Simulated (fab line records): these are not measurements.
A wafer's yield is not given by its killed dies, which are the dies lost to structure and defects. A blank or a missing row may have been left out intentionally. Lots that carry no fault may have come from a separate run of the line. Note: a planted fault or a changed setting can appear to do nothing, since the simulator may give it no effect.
fab line records -- flow nand_harc
record: lots: 12, wafers: 36, last_day: 24
route steps=1159 shown A_M0@1009 A_M1@1031 END@1159
lots untouched by any fault: they come from a run of this same line in which no faults occurred
start_h: the number of hours between the record's first day and the start of the first shown wafer of the lot -- wait_h: hours elapsed since this lot's preceding step -- " identical to the entry in the row above -- L1.1+2: a single row standing in for several wafers -- - no value, or no start was given -- * or withheld: withheld -- < > ~ a bound
route shown NAME@n: NAME is a module with steps in the file, n the number in the route of the first one -- usual: the fault-free wafers' mean and standard deviation -- same: alike in all rows -- chamber/n: place in a boat -- sites: readings site by site -- _std_site: the standard deviation of these -- _edge_site: inner sites' mean taken away from outer sites' mean -- radius_mm: for every site, how far away it sits from the centre of the wafer -- mask NAME#n: copy n -- behind: the tool/chamber that last shaped the wafer -- hold: why the lot was held/for how many hours/how that ended -- device: transistor that didn't switch, given as n, p or np -- end of line: at the end of the route, the tests of the same wafers -- for a step that has no rows: nothing shown but its recipe -- killed: the dies lost at the first sort to structure and to defects; this is not the yield of the wafer -- map: a wafer's dies, marking killed ones x, the rest . and places with no die _
set.NAME: the setting as run; set.NAME@STEP: as run at that earlier step -- model.NAME: the simulator's own value behind a step, which no gauge read
one table for each step of the route and one row for each wafer, over a sample of lots
services: from which hour (start_h, from the record's first day; less than 0 if before it) a tool's chamber was out of use, for how many hours, and why
== steps ==
step: NHARC_A_M0_ETCH_15
recipe: target_depth_a: 1500, overetch_a: 150, time_s: 82.5, c4f8_flow_sccm: withheld, ar_flow_sccm: 400, rf_w: 600, bias_w: 300, chemistry: C4F8/Ar
usual: bias_w: 300.0/0.94, chamber_pressure_mTorr: 25.000/0.023, oes_product_au: 0.951/0.021, rf_vpp_V: 440.7/2.2
lot.wafer,tool,chamber,start_h,wait_h,bias_w,chamber_pressure_mTorr,oes_product_au,rf_hours_counter_h,rf_vpp_V
L119.4,rie_diel-13,3,-,-,297.3,24.965,0.925,10,440.1
L119.3,rie_diel-13,2,-,-,298.7,25.006,0.922,8,443.7
L119.6,rie_diel-13,3,-,-,299.5,24.965,0.921,-,441.1
L120.2,rie_diel-13,0,-,-,300.5,24.988,0.986,9,438.3
L120.4,rie_diel-13,3,-,-,298.6,24.967,0.985,10,438.5
L120.5,rie_diel-13,1,-,-,299.7,25.024,0.974,-,437.8
L122.4,rie_diel-01,2,-,-,300.6,25.039,0.930,9,440.3
L122.3,rie_diel-01,1,-,-,299.7,24.958,0.936,8,438.9
L122.5,rie_diel-01,3,-,-,301.5,24.988,0.931,-,440.2
L121.4,rie_diel-09,3,-,-,301.0,24.972,0.961,10,439.9
L121.1,rie_diel-09,0,-,-,298.6,25.022,0.969,10,441.9
L121.2,rie_diel-09,2,-,-,300.4,24.979,0.976,11,438.9
L125.3,rie_diel-01,3,-,-,298.6,24.977,0.931,9,442.4
L125.2,rie_diel-01,2,-,-,300.9,24.986,0.940,10,442.8
L125.6,rie_diel-01,3,-,-,298.7,25.012,0.936,-,441.0
L129.3,rie_diel-01,1,-,-,299.7,24.966,0.921,11,437.9
L129.4,rie_diel-01,3,-,-,300.1,24.994,0.931,11,440.3
L129.5,rie_diel-01,1,-,-,300.5,24.983,0.931,-,439.8
L131.2,rie_diel-09,0,-,-,299.4,25.025,0.966,3,442.3
L131.6,rie_diel-09,0,-,-,300.2,25.029,0.960,-,442.5
L131.5,rie_diel-09,1,-,-,300.2,24.985,0.956,-,441.8
L135.2,rie_diel-09,0,-,-,299.5,25.004,0.984,5,442.8
L135.1,rie_diel-09,2,-,-,300.2,24.969,0.964,4,438.5
L135.5,rie_diel-09,3,-,-,298.7,24.988,0.962,-,439.1
L136.3,rie_diel-09,2,-,-,299.5,25.019,0.967,4,439.6
L136.1,rie_diel-09,0,-,-,301.0,24.969,0.977,5,443.1
L136.5,rie_diel-09,3,-,-,298.2,24.970,0.975,-,439.8
L140.4,rie_diel-01,3,-,-,301.3,25.023,0.971,1,440.7
L140.2,rie_diel-01,1,-,-,299.0,24.969,0.968,2,439.0
L140.6,rie_diel-01,3,-,-,300.3,25.056,0.961,-,442.2
L139.4,rie_diel-01,1,-,-,301.0,25.019,0.926,2,439.8
L139.1,rie_diel-01,0,-,-,299.5,25.009,0.918,2,445.5
L139.5,rie_diel-01,1,-,-,300.4,25.007,0.929,-,440.4
L141.2,rie_diel-09,3,-,-,300.2,25.009,0.919,7,437.7
L141.1,rie_diel-09,1,-,-,300.5,25.000,0.925,6,441.6
L141.4,rie_diel-09,2,-,-,300.3,25.040,0.920,6,440.4
step: NHARC_A_M0_PRE_CLEAN_29
recipe: time_s: 30, temp_c: 280, gas: H2/He
usual: heater_power_w: 424/27
lot.wafer,tool,chamber,start_h,wait_h,heater_power_w
L119.4,pvd_sputter-03,-,-,-,416
L119.3,pvd_sputter-03,-,-,-,444
L119.6,pvd_sputter-03,-,-,-,423
L120.2,pvd_sputter-01,-,-,-,415
L120.4,pvd_sputter-01,-,-,-,420
L120.5,pvd_sputter-01,-,-,-,426
L122.3,pvd_sputter-02,-,-,-,415
L122.4,pvd_sputter-02,-,-,-,447
L122.5,pvd_sputter-02,-,-,-,483
L121.1,pvd_sputter-03,-,-,-,407
L121.2,pvd_sputter-03,-,-,-,418
L121.4,pvd_sputter-03,-,-,-,401
L125.3,pvd_sputter-01,-,-,-,435
L125.2,pvd_sputter-01,-,-,-,435
L125.6,pvd_sputter-01,-,-,-,437
L129.3,pvd_sputter-01,-,-,-,363
L129.4,pvd_sputter-01,-,-,-,436
L129.5,pvd_sputter-01,-,-,-,432
L131.2,pvd_sputter-02,-,-,-,484
L131.6,pvd_sputter-02,-,-,-,445
L131.5,pvd_sputter-02,-,-,-,409
L135.2,pvd_sputter-02,-,-,-,436
L135.1,pvd_sputter-02,-,-,-,413
L135.5,pvd_sputter-02,-,-,-,494
L136.1,pvd_sputter-02,-,-,-,416
L136.3,pvd_sputter-02,-,-,-,405
L136.5,pvd_sputter-02,-,-,-,418
L140.2,pvd_sputter-03,-,-,-,424
L140.4,pvd_sputter-03,-,-,-,428
L140.6,pvd_sputter-03,-,-,-,432
L139.4,pvd_sputter-03,-,-,-,428
L139.1,pvd_sputter-03,-,-,-,446
L139.5,pvd_sputter-03,-,-,-,424
L141.2,pvd_sputter-01,-,-,-,423
L141.4,pvd_sputter-01,-,-,-,429
L141.1,pvd_sputter-01,-,-,-,408
step: NHARC_A_M0_DEP_32
recipe: target_thk_a: 300, temp_c: 370, target_thk_nm: 30, pressure_torr: 3, flow_sccm: 200, rf_w: 450, material: SiCN
usual: heater_power_w: 578/76, showerhead_vpp_V: 1331/62
lot.wafer,tool,chamber,start_h,wait_h,heater_power_w,showerhead_vpp_V
L119.3,pecvd-04,0,411.78,0.1,453,1435
L119.6,pecvd-04,0,411.78,0.1,469,1469
L119.4,pecvd-04,2,411.78,0.1,524,1289
L122.3,pecvd-04,2,423.45,0.1,526,1277
L122.5,pecvd-04,2,423.45,0.1,530,1269
L122.4,pecvd-04,0,423.45,0.1,474,1439
L120.2,pecvd-03,2,423.50,0.1,614,1341
L120.4,pecvd-03,0,423.50,0.1,633,1258
L120.5,pecvd-03,1,423.50,0.1,536,1290
L121.1,pecvd-01,0,432.72,0.1,656,1385
L121.2,pecvd-01,2,432.72,0.1,726,1379
L121.4,pecvd-01,2,432.72,0.1,694,1375
L125.2,pecvd-03,0,438.66,0.1,628,1252
L125.3,pecvd-03,1,438.66,0.1,635,1277
L125.6,pecvd-03,0,438.66,0.1,508,1260
L129.3,pecvd-03,0,467.14,0.1,616,1248
L129.4,pecvd-03,0,467.14,0.1,600,1245
L129.5,pecvd-03,1,467.14,0.1,670,1283
L131.2,pecvd-01,1,478.24,0.1,563,1280
L131.5,pecvd-01,1,478.24,0.1,563,1278
L131.6,pecvd-01,0,478.24,0.1,520,1414
L135.2,pecvd-04,0,510.47,0.1,457,1442
L135.1,pecvd-04,2,510.47,0.1,572,1268
L135.5,pecvd-04,1,510.47,0.1,422,1279
L136.3,pecvd-03,1,511.97,0.1,619,1277
L136.1,pecvd-03,2,511.97,0.1,637,1343
L136.5,pecvd-03,1,511.97,0.1,602,1302
L140.2,pecvd-04,1,526.01,0.1,493,1274
L140.6,pecvd-04,0,526.01,0.1,404,1430
L140.4,pecvd-04,2,526.01,0.1,536,1289
L139.1,pecvd-01,1,528.55,0.1,557,1279
L139.5,pecvd-01,1,528.55,0.1,561,1275
L139.4,pecvd-01,0,528.55,0.1,535,1406
L141.1,pecvd-03,1,534.52,0.1,645,1288
L141.2,pecvd-03,2,534.52,0.1,578,1351
L141.4,pecvd-03,0,534.52,0.1,661,1240
step: NHARC_A_M1_SOFTBAKE_04
recipe: temp_c: 105, time_s: 55
usual: heater_power_total_W: 188.44/0.13
lot.wafer,tool,chamber,start_h,wait_h,heater_power_total_W
L119.3,litho_track-06,0,412,-,188.41
L119.4,litho_track-06,0,412,-,188.45
L119.6,litho_track-06,0,412,-,188.33
L120.2,litho_track-01,0,424,-,188.27
L120.4,litho_track-01,0,424,-,188.33
L120.5,litho_track-01,0,424,-,188.69
L122.3,litho_track-04,0,424,-,188.38
L122.4,litho_track-04,0,424,-,188.34
L122.5,litho_track-04,0,424,-,188.56
L121.1,litho_track-01,0,433,-,188.30
L121.2,litho_track-01,0,433,-,188.37
L121.4,litho_track-01,0,433,-,188.55
L125.2,litho_track-04,0,439,-,188.49
L125.3,litho_track-04,0,439,-,188.46
L125.6,litho_track-04,0,439,-,188.36
L129.3,litho_track-04,0,467,-,188.38
L129.4,litho_track-04,0,467,-,188.39
L129.5,litho_track-04,0,467,-,188.74
L131.2,litho_track-04,0,479,-,188.70
L131.5,litho_track-04,0,479,-,197.17
L131.6,litho_track-04,0,479,-,197.03
L135.1,litho_track-01,0,511,-,188.37
L135.2,litho_track-01,0,511,-,188.58
L135.5,litho_track-01,0,511,-,188.33
L136.1,litho_track-06,0,512,-,188.48
L136.3,litho_track-06,0,512,-,188.31
L136.5,litho_track-06,0,512,-,188.30
L140.2,litho_track-06,0,526,-,188.41
L140.4,litho_track-06,0,526,-,188.40
L140.6,litho_track-06,0,526,-,188.37
L139.1,litho_track-01,0,529,-,188.59
L139.4,litho_track-01,0,529,-,188.60
L139.5,litho_track-01,0,529,-,188.71
L141.1,litho_track-01,0,535,-,188.50
L141.2,litho_track-01,0,535,-,188.59
L141.4,litho_track-01,0,535,-,188.27
step: NHARC_END_SORT_01
recipe: temp_c: 25
usual: defect_limited_yield: 95.4/1.6, killed_at_array: 27/11, killed_at_other: 0.8/1.4, killed_at_periphery: 3.3/2, killed_dies: 31/11, killed_open: 3.4/1.8, killed_short: 2.1/1.3, sort_bin_2_pct: 1.4/0.7, sort_bin_3_pct: 0.24/0.21, sort_bin_4_pct: 2.9/1, sort_n_pass: 646/11, sort_rim_yield_pct: 95.4/2.8, sort_yield_pct: 95.4/1.6
same: gross_dies: 677, sort_bin_5_pct[%]: 0, sort_bin_6_pct[%]: 0, sort_bin_7_pct[%]: 0, sort_bin_8_pct[%]: 0, sort_rim_n_gross: 106.00
lot.wafer,tool,chamber,start_h,wait_h,defect_limited_yield[%],killed_at_array,killed_at_other,killed_at_periphery,killed_dies,killed_open,killed_short,sort_bin_2_pct[%],sort_bin_3_pct[%],sort_bin_4_pct[%],sort_n_pass,sort_rim_yield_pct[%],sort_yield_pct[%]
L119.3,prober-01,0,462.97,3.1,95.4,28,1,2,31,2,5,1.6,0.15,2.8,646,94.3,95.4
L119.4,prober-01,0,463.76,3.4,95.1,29,1,3,33,4,2,1.6,0.15,3.1,644,96.2,95.1
L119.6,prober-01,0,465.35,4.0,96.0,24,2,1,27,4,1,1.2,0.30,2.5,650,97.2,96.0
L120.2,prober-02,0,463.36,2.8,96.3,24,1,0,25,3,1,1.3,0.15,2.2,652,96.2,96.3
L120.4,prober-02,0,464.96,3.4,95.6,25,0,5,30,3,3,1.2,0.15,3.1,647,97.2,95.6
L120.5,prober-02,0,465.76,3.7,96.5,20,1,3,24,3,1,1.6,0.30,1.6,653,95.3,96.5
L121.1,prober-02,0,470.40,2.5,96.6,18,0,5,23,4,5,0.6,0,2.8,654,96.2,96.6
L121.2,prober-02,0,471.21,2.8,96.6,22,0,1,23,5,4,0.6,0.44,2.4,654,97.2,96.6
L121.4,prober-02,0,472.84,3.5,96.2,20,0,6,26,7,3,1.6,0,2.2,651,95.3,96.2
L122.3,prober-01,0,470.73,3.1,95.6,24,1,5,30,3,2,1.2,0,3.2,647,97.2,95.6
L122.4,prober-01,0,471.52,3.4,97.3,15,0,3,18,3,1,0.6,0.15,1.9,659,99.1,97.3
L122.5,prober-01,0,472.31,3.7,96.2,18,2,6,26,3,3,1.3,0.15,2.4,651,97.2,96.2
L125.2,prober-01,0,477.69,2.8,96.8,16,4,2,22,5,1,0.9,0.15,2.2,655,99.1,96.8
L125.3,prober-01,0,478.49,3.1,96.0,17,9,1,27,0,1,0.9,0.15,3.0,650,96.2,96.0
L125.6,prober-01,0,480.92,4.0,96.5,14,7,3,24,2,1,0.7,0.15,2.7,653,93.4,96.5
L129.3,prober-01,0,508.25,3.1,96.8,20,0,2,22,3,2,1.2,0.30,1.8,655,97.2,96.8
L129.4,prober-01,0,509.05,3.4,97.0,12,2,6,20,5,2,0.6,0.15,2.2,657,94.3,97.0
L129.5,prober-01,0,509.84,3.7,97.2,13,0,6,19,1,3,0.7,0.44,1.6,658,97.2,97.2
L131.2,prober-02,0,521.00,2.8,97.2,14,1,4,19,3,5,0.9,0.30,1.6,658,95.3,97.2
L131.5,prober-02,0,523.42,3.7,97.0,20,0,0,20,3,3,1.6,0.30,1.0,657,95.3,97.0
L131.6,prober-02,0,524.23,4.0,97.2,15,0,4,19,6,4,1.5,0.15,1.2,658,97.2,97.2
L136.1,prober-02,0,547.43,2.5,96.5,19,0,5,24,1,2,0.7,0.15,2.7,653,98.1,96.5
L136.3,prober-02,0,549.03,3.1,94.1,31,1,8,40,7,4,1.6,0.15,4.1,637,93.4,94.1
L136.5,prober-02,0,550.62,3.7,93.6,36,0,7,43,1,3,1.5,0.30,4.6,634,98.1,93.6
L135.1,prober-01,0,547.44,2.5,97.3,14,1,3,18,4,2,0.7,0,1.9,659,96.2,97.3
L135.2,prober-01,0,548.25,2.8,97.2,15,1,3,19,2,1,0.6,0,2.2,658,95.3,97.2
L135.5,prober-01,0,550.67,3.7,97.0,19,0,1,20,3,1,1.2,0,1.8,657,96.2,97.0
L139.1,prober-02,0,567.99,2.5,94.7,32,0,4,36,5,2,1.2,0.74,3.4,641,96.2,94.7
L139.4,prober-02,0,570.44,3.4,95.6,25,1,4,30,2,3,1.8,0.30,2.4,647,94.3,95.6
L139.5,prober-02,0,571.25,3.8,93.9,38,1,2,41,5,1,2.5,0.30,3.2,636,93.4,93.9
L140.2,prober-01,0,568.83,2.8,92.3,48,0,4,52,4,3,1.8,0.44,5.5,625,87.7,92.3
L140.4,prober-01,0,570.44,3.4,92.8,45,0,4,49,7,2,2.1,0.59,4.6,628,87.7,92.8
L140.6,prober-01,0,572.05,4.0,91.0,55,1,5,61,4,7,3.2,0.44,5.3,616,89.6,91.0
L141.1,prober-01,0,575.88,2.5,96.9,15,0,6,21,2,1,1.2,0.15,1.8,656,96.2,96.9
L141.2,prober-01,0,576.68,2.8,97.6,14,0,2,16,3,0,0.6,0,1.8,661,98.1,97.6
L141.4,prober-01,0,578.29,3.4,97.6,13,1,2,16,6,1,0.9,0,1.5,661,93.4,97.6
killed by level:class
L119.3 A_CHANNEL_HOLE_D1:chamber_film_flake=15 A_ZERO_WELL:chamber_film_flake=2 A_STAIRCASE:chamber_film_flake=2 A_WL_FILL:chamber_film_flake=2 P_M1:geometric_particle:open=1 P_M1:geometric_particle:short=1 A_SOURCE_PLATE:geometric_particle:short=1 A_SOURCE_PLATE:geometric_particle:open=1
L120.2 A_CHANNEL_HOLE_D1:chamber_film_flake=10 A_STAIRCASE:chamber_film_flake=6 A_CONTACT:geometric_particle:open=2 A_ZERO_WELL:chamber_film_flake=2 A_CHANNEL_FILL_D1:geometric_particle:open=1 A_WL_FILL:geometric_particle:short=1 A_SLIT:chamber_film_flake=1 A_CONTACT:chamber_film_flake=1
L119.4 A_CHANNEL_HOLE_D1:chamber_film_flake=15 A_STAIRCASE:chamber_film_flake=3 A_ZERO_WELL:chamber_film_flake=2 A_WL_FILL:chamber_film_flake=2 A_CONTACT:chamber_film_flake=2 P_M1:geometric_particle:open=1 P_M2:geometric_particle:open=1 A_CHANNEL_HOLE_D1:geometric_particle:short=1
L120.4 A_CHANNEL_HOLE_D1:chamber_film_flake=11 A_STAIRCASE:chamber_film_flake=5 P_STI:chamber_film_flake=2 P_GATE:chamber_film_flake=2 A_ONON_D1:geometric_particle:open=1 A_CHANNEL_FILL_D1:geometric_particle:short=1 A_WL_FILL:geometric_particle:short=1 A_CONTACT:geometric_particle:open=1
L119.6 A_CHANNEL_HOLE_D1:chamber_film_flake=12 A_STAIRCASE:chamber_film_flake=3 A_ONON_D1:geometric_particle:open=2 A_SLIT:chamber_film_flake=2 A_WL_FILL:chamber_film_flake=2 THIN_TSV:chamber_film_flake=2 A_CHANNEL_HOLE_D1:geometric_particle:open=1 A_CONTACT:geometric_particle:short=1
L120.5 A_CHANNEL_HOLE_D1:chamber_film_flake=11 A_STAIRCASE:chamber_film_flake=4 A_ZERO_WELL:chamber_film_flake=2 P_CONTACT:geometric_particle:short=1 P_M1:geometric_particle:open=1 A_CHANNEL_FILL_D1:geometric_particle:open=1 A_SGD_CUT:geometric_particle:open=1 P_ZERO_WELL:chamber_film_flake=1
L121.1 A_SLIT:chamber_film_flake=7 P_ZERO_WELL:chamber_film_flake=2 A_CONTACT:chamber_film_flake=2 P_GATE:geometric_particle:short=1 P_M1:geometric_particle:short=1 P_M2:geometric_particle:open=1 A_SOURCE_PLATE:geometric_particle:short=1 A_ONON_D1:geometric_particle:short=1
L122.3 A_CONTACT:chamber_film_flake=8 A_CHANNEL_FILL_D1:chamber_film_flake=4 P_GATE:chamber_film_flake=3 A_CHANNEL_HOLE_D1:chamber_film_flake=3 P_STI:chamber_film_flake=2 A_WL_FILL:chamber_film_flake=2 A_WL_FILL:geometric_particle:open=1 A_CONTACT:geometric_particle:short=1
L121.2 A_SLIT:chamber_film_flake=10 A_CONTACT:chamber_film_flake=2 A_ONON_D1:geometric_particle:short=1 A_CHANNEL_FILL_D1:geometric_particle:short=1 A_SGD_CUT:geometric_particle:open=1 A_WL_FILL:geometric_particle:short=1 A_WL_FILL:geometric_particle:open=1 A_CONTACT:geometric_particle:open=1
L122.4 A_CHANNEL_HOLE_D1:chamber_film_flake=3 A_CONTACT:chamber_film_flake=3 A_CHANNEL_FILL_D1:geometric_particle:open=2 A_CHANNEL_FILL_D1:chamber_film_flake=2 A_BLC:chamber_film_flake=2 A_ONON_D1:geometric_particle:short=1 A_CONTACT:geometric_particle:open=1 P_STI:chamber_film_flake=1
L122.5 P_GATE:chamber_film_flake=3 A_CHANNEL_HOLE_D1:chamber_film_flake=3 A_CONTACT:chamber_film_flake=3 A_BLC:chamber_film_flake=2 A_STAIRCASE:chamber_film_flake=2 A_WL_FILL:chamber_film_flake=2 THIN_TSV:chamber_film_flake=2 P_STI:geometric_particle:short=1
L121.4 A_SLIT:chamber_film_flake=6 A_ZERO_WELL:chamber_film_flake=3 A_CHANNEL_FILL_D1:geometric_particle:short=2 A_CHANNEL_HOLE_D1:chamber_film_flake=2 P_GATE:geometric_particle:open=1 P_CONTACT:geometric_particle:open=1 P_M0:geometric_particle:open=1 A_CHANNEL_HOLE_D1:geometric_particle:open=1
L125.2 A_STAIRCASE:chamber_film_flake=5 A_CHANNEL_HOLE_D1:chamber_film_flake=4 A_SLIT:chamber_film_flake=3 THIN_TSV:chamber_film_flake=3 P_GATE:geometric_particle:open=1 P_M1:geometric_particle:open=1 A_CHANNEL_HOLE_D1:geometric_particle:open=1 A_CHANNEL_FILL_D1:geometric_particle:open=1
L125.3 A_SLIT:chamber_film_flake=11 THIN_TSV:chamber_film_flake=9 A_CHANNEL_HOLE_D1:chamber_film_flake=2 A_STAIRCASE:chamber_film_flake=2 A_WL_FILL:geometric_particle:short=1 P_ZERO_WELL:chamber_film_flake=1 A_CONTACT:chamber_film_flake=1
L125.6 A_SLIT:chamber_film_flake=7 THIN_TSV:chamber_film_flake=7 A_STAIRCASE:chamber_film_flake=3 A_CHANNEL_HOLE_D1:chamber_film_flake=2 P_M1:geometric_particle:open=1 A_CONTACT:geometric_particle:open=1 A_M0:geometric_particle:short=1 P_GATE:chamber_film_flake=1
L129.3 A_CHANNEL_HOLE_D1:chamber_film_flake=5 A_STAIRCASE:chamber_film_flake=5 A_CONTACT:chamber_film_flake=4 P_GATE:geometric_particle:open=1 A_CHANNEL_FILL_D1:geometric_particle:short=1 A_CONTACT:geometric_particle:open=1 A_M0:geometric_particle:open=1 A_M0:geometric_particle:short=1
L129.4 P_BONDPAD:chamber_film_flake=3 A_CHANNEL_FILL_D1:chamber_film_flake=3 A_CONTACT:chamber_film_flake=3 THIN_TSV:chamber_film_flake=2 P_GATE:geometric_particle:open=1 P_CONTACT:geometric_particle:open=1 P_M0:geometric_particle:open=1 A_ONON_D1:geometric_particle:short=1
L129.5 P_BONDPAD:chamber_film_flake=3 A_CHANNEL_HOLE_D1:chamber_film_flake=3 A_CHANNEL_FILL_D1:chamber_film_flake=3 A_STAIRCASE:chamber_film_flake=2 A_SGD_CUT:chamber_film_flake=2 A_CONTACT:chamber_film_flake=2 P_STI:geometric_particle:short=1 P_CONTACT:geometric_particle:short=1
L131.2 A_CHANNEL_HOLE_D1:chamber_film_flake=3 A_CONTACT:chamber_film_flake=3 P_ZERO_WELL:chamber_film_flake=2 A_CHANNEL_FILL_D1:chamber_film_flake=2 P_STI:geometric_particle:short=1 P_GATE:geometric_particle:open=1 A_CHANNEL_FILL_D1:geometric_particle:open=1 A_CHANNEL_FILL_D1:geometric_particle:short=1
L131.5 A_CHANNEL_HOLE_D1:chamber_film_flake=5 A_CONTACT:chamber_film_flake=3 A_STAIRCASE:chamber_film_flake=2 A_WL_FILL:chamber_film_flake=2 A_ONON_D1:geometric_particle:open=1 A_CHANNEL_FILL_D1:geometric_particle:short=1 A_WL_FILL:geometric_particle:short=1 A_WL_FILL:geometric_particle:open=1
L131.6 A_CHANNEL_HOLE_D1:chamber_film_flake=3 A_CONTACT:chamber_film_flake=3 A_CONTACT:geometric_particle:open=2 A_M0:geometric_particle:short=2 A_CHANNEL_FILL_D1:chamber_film_flake=2 P_STI:geometric_particle:short=1 P_GATE:geometric_particle:open=1 P_CONTACT:geometric_particle:open=1
L136.1 A_CHANNEL_HOLE_D1:chamber_film_flake=16 A_CHANNEL_FILL_D1:geometric_particle:short=2 P_ZERO_WELL:chamber_film_flake=2 P_GATE:chamber_film_flake=2 P_M0:geometric_particle:open=1 A_SGD_CUT:chamber_film_flake=1
L135.1 A_WL_FILL:chamber_film_flake=3 A_CONTACT:chamber_film_flake=3 P_GATE:chamber_film_flake=2 A_ONON_D1:geometric_particle:short=1 A_CHANNEL_FILL_D1:geometric_particle:short=1 A_SGD_CUT:geometric_particle:open=1 A_WL_FILL:geometric_particle:open=1 A_M0:geometric_particle:open=1
L135.2 A_CHANNEL_HOLE_D1:chamber_film_flake=6 A_STAIRCASE:chamber_film_flake=3 A_CONTACT:chamber_film_flake=3 P_GATE:chamber_film_flake=2 P_M0:geometric_particle:open=1 A_CHANNEL_FILL_D1:geometric_particle:short=1 A_BLC:geometric_particle:open=1 A_M0:chamber_film_flake=1
L136.3 A_CHANNEL_HOLE_D1:chamber_film_flake=18 P_GATE:chamber_film_flake=5 P_CONTACT:geometric_particle:open=2 A_CHANNEL_FILL_D1:geometric_particle:open=2 A_WL_FILL:geometric_particle:short=2 A_SGD_CUT:chamber_film_flake=2 A_CONTACT:chamber_film_flake=2 P_M1:geometric_particle:open=1
L136.5 A_CHANNEL_HOLE_D1:chamber_film_flake=27 P_GATE:chamber_film_flake=5 A_CONTACT:chamber_film_flake=3 A_SGD_CUT:chamber_film_flake=2 P_CONTACT:geometric_particle:short=1 A_CHANNEL_FILL_D1:geometric_particle:open=1 A_WL_FILL:geometric_particle:short=1 A_CONTACT:geometric_particle:short=1
L135.5 A_CHANNEL_HOLE_D1:chamber_film_flake=7 A_STAIRCASE:chamber_film_flake=5 A_CONTACT:chamber_film_flake=2 A_ONON_D1:geometric_particle:open=1 A_ONON_D1:geometric_particle:short=1 A_BLC:geometric_particle:open=1 A_M0:geometric_particle:open=1 P_GATE:chamber_film_flake=1
L139.1 A_SLIT:chamber_film_flake=17 A_STAIRCASE:chamber_film_flake=5 A_CHANNEL_HOLE_D1:chamber_film_flake=4 P_GATE:chamber_film_flake=3 P_M1:geometric_particle:short=1 A_ONON_D1:geometric_particle:short=1 A_CHANNEL_FILL_D1:geometric_particle:open=1 A_SGD_CUT:geometric_particle:open=1
L140.2 A_CHANNEL_HOLE_D1:chamber_film_flake=16 A_SLIT:chamber_film_flake=12 A_CONTACT:chamber_film_flake=7 A_M1:chamber_film_flake=5 A_STAIRCASE:chamber_film_flake=3 P_GATE:geometric_particle:open=1 P_CONTACT:geometric_particle:open=1 A_ONON_D1:geometric_particle:short=1
L139.4 A_SLIT:chamber_film_flake=10 A_STAIRCASE:chamber_film_flake=6 A_CHANNEL_FILL_D1:geometric_particle:short=2 P_GATE:chamber_film_flake=2 A_CHANNEL_HOLE_D1:chamber_film_flake=2 A_CONTACT:chamber_film_flake=2 P_M0:geometric_particle:open=1 A_WL_FILL:geometric_particle:short=1
L140.4 A_CHANNEL_HOLE_D1:chamber_film_flake=20 A_SLIT:chamber_film_flake=10 A_CONTACT:chamber_film_flake=7 P_CONTACT:geometric_particle:open=2 A_CHANNEL_FILL_D1:geometric_particle:open=2 A_ONON_D1:geometric_particle:open=1 A_WL_FILL:geometric_particle:short=1 A_CONTACT:geometric_particle:open=1
L139.5 A_SLIT:chamber_film_flake=21 A_CHANNEL_HOLE_D1:chamber_film_flake=6 A_STAIRCASE:chamber_film_flake=5 A_ONON_D1:geometric_particle:open=3 P_CONTACT:geometric_particle:open=1 A_SOURCE_PLATE:geometric_particle:open=1 A_CHANNEL_HOLE_D1:geometric_particle:short=1 P_ZERO_WELL:chamber_film_flake=1
L140.6 A_CHANNEL_HOLE_D1:chamber_film_flake=23 A_SLIT:chamber_film_flake=14 A_CONTACT:chamber_film_flake=5 A_M1:chamber_film_flake=4 P_GATE:geometric_particle:short=2 A_STAIRCASE:chamber_film_flake=2 P_GATE:geometric_particle:open=1 P_CONTACT:geometric_particle:short=1
L141.1 A_CHANNEL_HOLE_D1:chamber_film_flake=9 P_ZERO_WELL:chamber_film_flake=2 A_STAIRCASE:chamber_film_flake=2 A_CONTACT:chamber_film_flake=2 P_STI:geometric_particle:short=1 P_CONTACT:geometric_particle:open=1 P_M0:geometric_particle:open=1 P_STI:chamber_film_flake=1
L141.2 A_CHANNEL_HOLE_D1:chamber_film_flake=6 A_CONTACT:chamber_film_flake=3 A_M1:chamber_film_flake=2 P_CONTACT:geometric_particle:open=1 A_CHANNEL_HOLE_D1:geometric_particle:open=1 A_M0:geometric_particle:open=1 P_ZERO_WELL:chamber_film_flake=1 A_CHANNEL_FILL_D1:chamber_film_flake=1
L141.4 A_CHANNEL_HOLE_D1:chamber_film_flake=6 A_CONTACT:geometric_particle:open=2 A_CONTACT:chamber_film_flake=2 P_M0:geometric_particle:open=1 P_M2:geometric_particle:open=1 A_SGD_CUT:geometric_particle:short=1 A_M0:geometric_particle:open=1 STARTING-WAFER:geometric_particle:open=1
== services ==
tool,chamber,start_h,hours,kind
rie_diel-09,0,385.73,-,clean
rie_diel-09,1,385.73,-,clean
rie_diel-09,2,385.73,-,clean
rie_diel-09,3,385.73,-,clean
pvd_sputter-02,-,392.00,10.0,pm
rie_diel-01,0,397.42,-,clean
rie_diel-01,1,397.42,-,clean
rie_diel-01,2,397.42,-,clean
pecvd-01,-,418.00,13.0,pm
rie_diel-09,-,431.12,9.0,pm
pvd_sputter-03,-,442.30,5.5,repair
litho_track-01,-,443.00,7.0,pm
pecvd-04,1,447.21,6.6,repair
rie_diel-13,-,453.00,9.0,pm
pvd_sputter-03,-,458.00,10.0,pm
litho_track-06,-,467.00,7.0,pm
pecvd-01,0,467.49,1.9,repair
rie_diel-09,2,469.59,7.5,repair
pecvd-03,-,473.01,13.0,pm
litho_track-04,-,491.00,7.0,pm
rie_diel-01,-,491.80,9.0,pm
pvd_sputter-01,-,514.00,10.0,pm
pecvd-03,-,514.20,3.1,repair
rie_diel-09,1,515.57,5.7,repair
== key ==
first_sign: step: NHARC_A_M1_SOFTBAKE_04, reading: heater_power_total_W, direction: up, sigmas: 64, usual: *, struck: *
effect none on later readings
met_at NHARC_A_M1_SOFTBAKE_04
struck_lots L131
struck_wafers L131.5,L131.6
not_acting_at NHARC_A_M0_ETCH_15,NHARC_A_M0_PRE_CLEAN_29,NHARC_A_M0_DEP_32
onset_between 467 479
fault: kind: process_parameter_drift, tool: litho_track-04, chamber: -, onset_h: 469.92, steps: NHARC_A_M1_SOFTBAKE_04, channel: time_s, offset: *, shape: step, end_h: 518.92, scope: struck_wafers_only, acts_in: *, stated: *
